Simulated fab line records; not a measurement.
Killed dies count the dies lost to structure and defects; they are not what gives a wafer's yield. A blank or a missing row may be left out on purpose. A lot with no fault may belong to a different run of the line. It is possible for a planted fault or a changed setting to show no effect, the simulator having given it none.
Code-filled problem report in 8D (eight disciplines) form	flow n5_finfet	the parts of the form that need people (team, actions taken, sign-off) are left out

1. WHAT WENT WRONG
run_length_s at N5_BEOL_M3_CO_CAP_55 reads a mean of 155.1 s on 3 wafers of 3 lots; wafers without a fault read 125.0 s with a standard deviation of 0.45. That is +67 standard deviations from the usual mean.
The step: material Co, precursor CCTBA/H2, target thk 2 nm, time 102.1 s.
The first sign was on wafer L224.2 at day 10 01:14, on cvd_co-01. Wafers with a number at this step in the record: 20, from 7 lots. By rule, "out" or "out of limits" means more than 4 standard deviations away from the usual mean. The other wafers with a number count as sound.

2. WHAT IT IS AND WHAT IT IS NOT
question	is	is not
which readings at this step	run_length_s	heater_power_w, susceptor_temp_C
which lots	L224, L225, L226	L217, L231, L236, L237
which wafers of those lots	L224.2, L225.6, L226.6	L224.5, L225.1, L225.5, L226.4, L226.5
read on which tools	cvd_co-01	cvd_co-02
when	from day 10 01:14	up to then (4 sound wafers); but 13 sound wafers of L225, L226, L231, L236, L237 came after

3. SUSPECTS, AND WHAT RULES EACH OUT
Counting: if a tool at a process step up to the reading ran every lot that is out, it stays a suspect. Sound lots after the first of them don't rule it out here, since some wafers of a struck lot are sound.
- cvd_co-01 at N5_BEOL_M3_CO_CAP_55 (material Co, precursor CCTBA/H2, target thk 2 nm, time 102.1 s): kept. It processed each lot that is out (first: L224, day 10 01:14); up to then, its last sound lot is L217 (day 8 13:10). Out on those wafers are its own readings of run_length_s.
- In cvd_co-01 at N5_BEOL_M3_CO_CAP_55, the wafers that are out were processed in chamber 1 and their sound lot-mates in chambers 0, 2.
Left after counting: cvd_co-01 at N5_BEOL_M3_CO_CAP_55.

4. THE CAUSE (what the simulator had put in)
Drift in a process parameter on cvd_co-01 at N5_BEOL_M3_CO_CAP_55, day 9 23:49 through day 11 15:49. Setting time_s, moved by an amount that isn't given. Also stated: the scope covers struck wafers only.
The count eliminated every tool but this one.

5. SEQUENCE OF EFFECTS, ordered by route
Each row: a reading where the mean over the struck wafers with a number is more than 3 standard deviations away from the usual. Only readings for which the record gives a usual standard deviation are gone through. hours: the time from each lot's start at the first step in this table that gives one to its start at this step, as a median over the lots. sigmas: the change in usual standard deviations.
hours	step	reading	usual	on struck wafers	change	sigmas
0	N5_BEOL_M3_CO_CAP_55	run_length_s	125.0 s	155.1	+30.1	+67
Here are the process steps it includes:
- N5_BEOL_M3_CO_CAP_55: material Co, precursor CCTBA/H2, target thk 2 nm, time 102.1 s.
At these later measuring or inspecting steps, every struck wafer for which the step has a row has a number for every such reading, and none has moved that far: N5_BEOL_M4_RC_MEAS_101.

6. WHAT WOULD HAVE CAUGHT IT SOONER
In this record the first reading out of limits was taken at day 10 01:14, 1 hour after the fault began at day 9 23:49.
